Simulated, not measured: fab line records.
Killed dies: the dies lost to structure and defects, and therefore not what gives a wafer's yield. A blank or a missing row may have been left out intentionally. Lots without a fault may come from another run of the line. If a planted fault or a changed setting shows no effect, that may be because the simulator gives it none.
The tool behind it: which one? + flow nand_harc + 14 lots with 42 wafers sampled at 5 steps, on a route of 1302 steps

WHAT THE GAUGES READ, wafer by wafer
NHARC_A_ONON_D1_THK_MEAS_02: measures by ellipsometry. Usual: thk_nm at 1002 nm, with a standard deviation of 8.7.
| lot  | measured     | on            | thk_nm (nm)    | flag |
|------|--------------|---------------|----------------|------|
| L439 | day 8 03:38  | film_metro-02 | 992 993 991    |      |
| L440 | day 8 11:49  | film_metro-02 | 1002 1002 1001 |      |
| L441 | day 8 22:29  | film_metro-02 | 993 994 994    |      |
| L442 | day 9 09:39  | film_metro-02 | 1012 1014 1010 |      |
| L443 | day 9 17:38  | film_metro-01 | 1005 1006 1005 |      |
| L444 | day 9 17:38  | film_metro-02 | 1013 1014 1014 |      |
| L445 | day 10 02:34 | film_metro-01 | 1001 1000 1002 |      |
| L446 | day 10 20:03 | film_metro-01 | 1002 1003 1006 |      |
| L447 | day 10 20:03 | film_metro-02 | 977 976 978    |      |
| L449 | day 11 20:04 | film_metro-02 | 994 995 994    |      |
| L450 | day 12 11:41 | film_metro-02 | 1006 1006 1007 |      |
| L452 | day 13 16:35 | film_metro-02 | 994 992 994    |      |
| L456 | day 15 03:46 | film_metro-01 | 1003 1004 1006 |      |
| L457 | day 15 11:08 | film_metro-01 | 1005 1003 1003 |      |

NHARC_A_ONON_D1_THK_MEAS_14: measures by ellipsometry. Usual: thk_nm at 999 nm, with a standard deviation of 9.6.
| lot  | measured     | on            | thk_nm (nm)    | flag |
|------|--------------|---------------|----------------|------|
| L439 | day 8 05:53  | film_metro-01 | 1002 1002 1000 |      |
| L440 | day 8 14:04  | film_metro-02 | 991 990 991    |      |
| L441 | day 9 00:44  | film_metro-01 | 996 996 997    |      |
| L442 | day 9 11:55  | film_metro-02 | 987 988 989    |      |
| L443 | day 9 19:55  | film_metro-02 | 1017 1019 1016 |      |
| L444 | day 9 19:54  | film_metro-01 | 982 980 981    |      |
| L445 | day 10 04:50 | film_metro-01 | 1008 1010 1009 |      |
| L446 | day 10 22:19 | film_metro-01 | 994 994 994    |      |
| L447 | day 10 22:18 | film_metro-02 | 1011 1009 1010 |      |
| L449 | day 11 22:21 | film_metro-01 | 991 994 993    |      |
| L450 | day 12 13:57 | film_metro-02 | 990 991 992    |      |
| L452 | day 13 18:50 | film_metro-02 | 1002 1002 1004 |      |
| L456 | day 15 06:02 | film_metro-01 | 1002 1004 1582 | OFF  |
| L457 | day 15 13:25 | film_metro-02 | 1000 1579 1580 | OFF  |

NHARC_END_SORT_01. Usual: killed_at_array 61, standard deviation 24; killed_at_other 1.2, standard deviation 1.3; killed_at_periphery 3.7, standard deviation 2.6; killed_dies 66, standard deviation 23; killed_open 3.3, standard deviation 1.8; killed_short 2.4, standard deviation 1.6.
| lot  | measured     | on        | killed_at_array | killed_at_other | killed_at_periphery | killed_dies | killed_open | killed_short | flag |
|------|--------------|-----------|-----------------|-----------------|---------------------|-------------|-------------|--------------|------|
| L456 | day 32 17:28 | prober-01 | 48 56 672       | 1 0 0           | 4 3 5               | 53 59 677   | 5 4 4       | 1 5 1        | OFF  |
| L457 | day 33 03:43 | prober-01 | 69 674 669      | 0 0 0           | 5 3 8               | 74 677 677  | 2 3 4       | 1 3 2        | OFF  |

TOOL THAT RAN EACH LOT (tool first, then ch and the chambers of the sampled wafers, then the start)
| lot  | NHARC_P_BONDPAD_ANNEAL_28        | NHARC_A_ONON_D1_DEP_12           |
|------|----------------------------------|----------------------------------|
| L439 | rtp_anneal-01 ch 0, day 7 02:59  | pecvd_onon-03 ch 0, day 8 05:23  |
| L440 | rtp_anneal-01 ch 0, day 7 08:07  | pecvd_onon-03 ch 0, day 8 13:37  |
| L441 | rtp_anneal-02 ch 0, day 7 21:16  | pecvd_onon-03 ch 0, day 9 00:17  |
| L442 | rtp_anneal-01 ch 0, day 8 04:50  | pecvd_onon-02 ch 0, day 9 11:28  |
| L443 | rtp_anneal-02 ch 0, day 8 16:10  | pecvd_onon-02 ch 0, day 9 19:31  |
| L444 | rtp_anneal-02 ch 0, day 8 17:14  | pecvd_onon-01 ch 0, day 9 19:23  |
| L445 | rtp_anneal-01 ch 0, day 9 02:21  | pecvd_onon-01 ch 0, day 10 04:19 |
| L446 | rtp_anneal-01 ch 0, day 9 19:52  | pecvd_onon-01 ch 0, day 10 21:52 |
| L447 | rtp_anneal-01 ch 0, day 9 22:36  | pecvd_onon-02 ch 0, day 10 21:48 |
| L449 | rtp_anneal-01 ch 0, day 10 22:17 | pecvd_onon-01 ch 0, day 11 21:50 |
| L450 | rtp_anneal-01 ch 0, day 11 10:56 | pecvd_onon-03 ch 0, day 12 13:26 |
| L452 | rtp_anneal-01 ch 0, day 12 12:27 | pecvd_onon-03 ch 0, day 13 18:20 |
| L456 | rtp_anneal-02 ch 0, day 14 03:20 | pecvd_onon-03 ch 0, day 15 05:31 |
| L457 | rtp_anneal-01 ch 0, day 14 10:43 | pecvd_onon-03 ch 0, day 15 13:05 |
- NHARC_P_BONDPAD_ANNEAL_28: time 90 s.
- NHARC_A_ONON_D1_DEP_12: target thk 1000 nm.

WHAT THE TOOLS THEMSELVES READ (means of the sampled wafers that have a number; where no wafer has one, the mark that the record gives instead)
NHARC_P_BONDPAD_ANNEAL_28. Usual: anneal_temp_c 225.05 C, standard deviation 0.18; wafer_temp_C_max 226.3, standard deviation 0.33.
| lot  | tool          | anneal_temp_c (C) | wafer_temp_C_max | flag |
|------|---------------|-------------------|------------------|------|
| L439 | rtp_anneal-01 | 225.15            | 226.1            |      |
| L440 | rtp_anneal-01 | 225.20            | 225.9            |      |
| L441 | rtp_anneal-02 | 224.98            | 226.1            |      |
| L442 | rtp_anneal-01 | 224.86            | 226.4            |      |
| L443 | rtp_anneal-02 | 225.26            | 226.6            |      |
| L444 | rtp_anneal-02 | 225.09            | 226.4            |      |
| L445 | rtp_anneal-01 | 225.19            | 226.1            |      |
| L446 | rtp_anneal-01 | 224.83            | 226.4            |      |
| L447 | rtp_anneal-01 | 225.05            | 226.2            |      |
| L449 | rtp_anneal-01 | 225.15            | 226.6            |      |
| L450 | rtp_anneal-01 | 225.17            | 226.0            |      |
| L452 | rtp_anneal-01 | 225.03            | 226.0            |      |
| L456 | rtp_anneal-02 | 224.93            | 226.5            |      |
| L457 | rtp_anneal-01 | 224.99            | 226.2            |      |

THE ANSWER, worked out from the rows above alone
Rule: take the mean of a lot's wafers that have a number; if it is more than 3 standard deviations from the usual mean, the lot is off. Also off: a lot with no number at a reading for which 4 or more lots have one. Where the step has rows for the other lots, those lots are counted as sound. The gauges are gone through in route order, then the tools' own readings, and for those a lot's mean is taken as printed above. The first step at which some lot is off is used, and at that step the reading that is off furthest; a lot without a number counts as furthest.
Off at NHARC_A_ONON_D1_THK_MEAS_14 (thk_nm): L456, L457.
If a tool, at a process step before that reading, ran all the lots that are off and no sound lot after the first of them, it fits. Not tried: the gauges at NHARC_A_ONON_D1_THK_MEAS_14; whatever is off there is also off at NHARC_END_SORT_01, on other tools, and gauge error can't account for it. One fits: pecvd_onon-03 at NHARC_A_ONON_D1_DEP_12. A fault onset in the window from L452 (day 13 18:20, its last sound lot) to L456 (day 15 05:31, its first lot off) fits.

WHAT WAS PUT IN BY THE SIMULATOR
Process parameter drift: pecvd_onon-03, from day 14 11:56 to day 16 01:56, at NHARC_A_ONON_D1_DEP_12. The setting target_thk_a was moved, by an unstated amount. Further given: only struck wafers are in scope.
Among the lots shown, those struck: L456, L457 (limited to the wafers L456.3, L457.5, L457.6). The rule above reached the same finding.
